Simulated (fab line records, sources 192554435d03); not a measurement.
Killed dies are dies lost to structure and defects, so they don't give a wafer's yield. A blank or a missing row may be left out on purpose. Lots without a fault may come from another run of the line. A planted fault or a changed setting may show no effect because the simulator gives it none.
Chamber matching | flow n5_finfet | N5_BEOL_M11_ALD_74 on ald_metal-03: 4 sister chambers
The step deposits TaN, target thk 2 nm, pulse time 2 s, purge time 3 s. 4 wafers are shown with their chamber, then 12 later ones without.

WAFERS WITH THEIR CHAMBER
wafer  | chamber | heater_power_w (W)
L090.5 | 2       | 424
L090.6 | 3       | 438
L092.4 | 0       | 466
L092.5 | 1       | 353

WAFERS WITHOUT THEIR CHAMBER
wafer  | heater_power_w (W)
L094.1 | 428
L094.2 | 417
L094.3 | 451
L094.4 | 363
L094.5 | 409
L094.6 | 449
L095.2 | 430
L095.4 | 415
L095.5 | 436
L096.1 | 463
L096.4 | 355
L096.6 | 471

WHICH CHAMBER EACH WENT THROUGH
wafer  | from the rows above          | in truth
L094.1 | can't be placed: 2 or 3      | 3
L094.2 | can't be placed: 2 or 3      | 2
L094.3 | can't be placed: 3 or 0 or 2 | 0
L094.4 | 1                            | 1
L094.5 | can't be placed: 2 or 3      | 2
L094.6 | can't be placed: 3 or 0 or 2 | 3
L095.2 | can't be placed: 2 or 3      | 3
L095.4 | can't be placed: 2 or 3      | 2
L095.5 | can't be placed: 3 or 2      | 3
L096.1 | 0                            | 0
L096.4 | 1                            | 1
L096.6 | 0                            | 0
Placed correctly: 4 of 12. Can't be placed from these rows: 8 (the true chamber is among the candidates in 8). Placed wrongly: 0.
How it was worked out, from the rows above alone: a wafer's distance from a chamber is the root of the sum, over the readings, of the square of ((its reading less the chamber's mean) divided by the reading's scatter). The wafer belongs to the nearest chamber; if the next one is less than 2 further off, it can't be placed. A chamber's mean is the mean of its shown wafers. The scatter: with one shown wafer a chamber, the root of the mean of the squares of how far each hidden wafer lies from its nearest shown one.
